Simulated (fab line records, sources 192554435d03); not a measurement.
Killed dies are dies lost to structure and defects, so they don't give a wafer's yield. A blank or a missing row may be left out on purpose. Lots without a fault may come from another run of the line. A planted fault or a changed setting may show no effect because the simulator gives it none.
Chamber matching | flow n5_finfet | N5_BEOL_M5_ETCH_68 on rie_diel-05: 4 sister chambers
The step etches SOC in N2/H2, target depth 80 nm, overetch 16 nm, time 120 s. 22 wafers are shown with their chamber, then 11 later ones without.

WAFERS WITH THEIR CHAMBER
wafer  | chamber | showerhead_plenum_p_Torr (Torr) | drypump_motor_current_A (A) | throttle_valve_pct (%)
L075.2 | 2       | 2.53                            | 6.3                         | 17.73
L075.3 | 3       | 2.62                            | 6.1                         | 18.02
L075.4 | 0       | 2.41                            | 6.4                         | 17.96
L077.3 | 3       | 2.62                            | 6.1                         | 18.03
L077.4 | 2       | 2.53                            | 6.3                         | 17.74
L077.5 | 3       | 2.62                            | 6.1                         | 18.03
L080.1 | 2       | 2.53                            | 6.3                         | 17.75
L080.3 | 3       | 2.62                            | 6.1                         | 18.07
L080.4 | 1       | 2.54                            | 5.8                         | 18.11
L081.2 | 3       | 2.62                            | 6.1                         | 18.04
L081.4 | 1       | 2.54                            | 5.8                         | 18.13
L081.6 | 0       | 2.41                            | 6.3                         | 17.97
L084.2 | 3       | 2.61                            | 6.1                         | 18.04
L084.4 | 2       | 2.53                            | 6.3                         | 17.76
L084.5 | 2       | 2.53                            | 6.3                         | 17.75
L085.2 | 2       | 2.53                            | 6.3                         | 17.77
L085.4 | 3       | 2.61                            | 6.1                         | 18.05
L085.6 | 0       | 2.41                            | 6.3                         | 17.99
L086.4 | 0       | 2.40                            | 6.3                         | 17.98
L086.5 | 3       | 2.61                            | 6.1                         | 18.05
L086.6 | 0       | 2.41                            | 6.3                         | 17.98
L091.1 | 3       | 2.61                            | 6.1                         | 18.08

SIGNATURES (means of the wafers above)
reading                  | chamber 0 | chamber 1 | chamber 2 | chamber 3 | scatter within a chamber
showerhead_plenum_p_Torr | 2.4080    | 2.5400    | 2.5300    | 2.6156    | 0.0041
drypump_motor_current_A  | 6.320     | 5.800     | 6.300     | 6.100     | 0.0211
throttle_valve_pct       | 17.9760   | 18.1200   | 17.7500   | 18.0456   | 0.0162
Rule: a wafer's distance from a chamber is the root of the sum, over the readings, of the square of ((its reading less the chamber's mean) divided by the reading's scatter). The wafer belongs to the nearest chamber; if the next one is less than 2 further off, it can't be placed. The scatter: the root of (the sum of the squares of (reading less its chamber's mean) over the shown wafers, divided by (wafers less chambers)).

WAFERS WITHOUT THEIR CHAMBER
wafer  | showerhead_plenum_p_Torr (Torr) | drypump_motor_current_A (A) | throttle_valve_pct (%)
L091.5 | 2.61                            | 6.1                         | 18.06
L091.6 | 2.40                            | 6.4                         | 18.01
L092.1 | 2.52                            | 6.3                         | 17.78
L092.3 | 2.53                            | 5.8                         | 18.15
L092.6 | 2.53                            | 5.8                         | 18.15
L096.1 | 2.61                            | 6.1                         | 18.09
L096.3 | 2.52                            | 6.4                         | 17.79
L096.5 | 2.53                            | 5.9                         | 18.16
L097.2 | 2.52                            | 5.8                         | 18.17
L097.3 | 2.60                            | 6.1                         | 18.10
L097.4 | 2.72                            | 6.3                         | 17.55

WHICH CHAMBER EACH WENT THROUGH
wafer  | from the rows above | in truth
L091.5 | 3                   | 3
L091.6 | 0                   | 0
L092.1 | 2                   | 2
L092.3 | 1                   | 1
L092.6 | 1                   | 1
L096.1 | 3                   | 3
L096.3 | 2                   | 2
L096.5 | 1                   | 1
L097.2 | 1                   | 1
L097.3 | 3                   | 3
L097.4 | 3                   | 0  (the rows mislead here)
Placed correctly: 10 of 11. Can't be placed from these rows: 0. Placed wrongly: 1.
